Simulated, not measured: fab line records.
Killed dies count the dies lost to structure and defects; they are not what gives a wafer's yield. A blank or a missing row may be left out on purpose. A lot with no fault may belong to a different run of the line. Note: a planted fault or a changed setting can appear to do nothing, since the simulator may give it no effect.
Lot-split experiment | flow n5Finfet | 21 wafers read from 7 lots, route of 1938 steps

## SPLIT DETAILS
At N5_ZERO_LAYER_DEVELOP_10 (develop time 60 s), the setting developTimeS was moved away from the recipe's 60 s on 8 of the 21 wafers read, by -22.3% to +17.8%. This setting was run at the recipe's value on the other wafers.

## FROM THE SPLIT ON TO THE READING: in between, the file shows 1 step
- N5_ZERO_LAYER_HARDBAKE_23: time 120 s

## THE READING
cdNm (nm) at N5_ZERO_LAYER_CD_MEAS_11, where the cd target is 2000 nm. On this fab line, fault-free wafers typically give 2000.2 nm with a standard deviation of 1.8 nm.

wafer  | tool, chamber at the split | developTimeS as run, s | against the recipe | cdNm, nm | against lot-mates on the recipe
L074.3 | lithoTrack-05, 0           | 60                     | recipe             | 1998.0   | -
L074.4 | lithoTrack-05, 0           | 60                     | recipe             | 1995.7   | -
L074.6 | lithoTrack-05, 0           | 60                     | recipe             | 1999.1   | -
L077.2 | lithoTrack-03, 0           | 60                     | recipe             | 2001.3   | -
L077.4 | lithoTrack-03, 0           | 64.73                  | +7.9%              | 2004.6   | +3.3
L077.6 | lithoTrack-03, 0           | 64.73                  | +7.9%              | 2000.8   | -0.5
L079.4 | lithoTrack-05, 0           | 46.64                  | -22.3%             | 1990.6   | -6.8
L079.5 | lithoTrack-05, 0           | 60                     | recipe             | 1998.9   | -
L079.6 | lithoTrack-05, 0           | 60                     | recipe             | 1995.8   | -
L082.1 | lithoTrack-03, 0           | 50.99                  | -15.0%             | 1995.6   | -5.3
L082.5 | lithoTrack-03, 0           | 60                     | recipe             | 2000.9   | -
L082.6 | lithoTrack-03, 0           | 50.99                  | -15.0%             | 1996.4   | -4.5
L085.3 | lithoTrack-05, 0           | 70.67                  | +17.8%             | 2006.3   | +6.7
L085.4 | lithoTrack-05, 0           | 60                     | recipe             | 1998.0   | -
L085.6 | lithoTrack-05, 0           | 60                     | recipe             | 2001.2   | -
L087.4 | lithoTrack-03, 0           | 48.18                  | -19.7%             | 1996.4   | -6.3
L087.5 | lithoTrack-03, 0           | 48.18                  | -19.7%             | 1994.1   | -8.6
L087.6 | lithoTrack-03, 0           | 60                     | recipe             | 2002.7   | -
L092.1 | lithoTrack-05, 0           | 60                     | recipe             | 1996.8   | -
L092.4 | lithoTrack-05, 0           | 60                     | recipe             | 1998.7   | -
L092.5 | lithoTrack-05, 0           | 60                     | recipe             | 2000.8   | -

FIT RESULTS
A straight line over all 21 wafers: cdNm changes by +0.297 nm for each +1% of developTimeS; r = +0.82; the points scatter about the line by 2.1 nm.
The same after taking each lot's own level away (the mean of its wafers on the recipe; 21 wafers): +0.335 nm for each +1%; r = +0.92; scatter 1.4 nm.
According to that fit, moving developTimeS by its largest amount changes the reading by 7.5 nm.
Across the lots, their own levels run from 1997.35 to 2002.70 nm, a range of 3.0 times the standard deviation given above.
In other words, the slope is changed by the lot-to-lot level; the two fits disagree.
Check: with one of the wafers moved furthest among these (-22.3%) left out of the fit, the line predicts -7.84 nm for it against its lot-mates. It came out at -6.75 nm against them.

## THE FILE'S OWN FIT
cdNm changes by +0.337 nm for each +1% of developTimeS, r = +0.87.
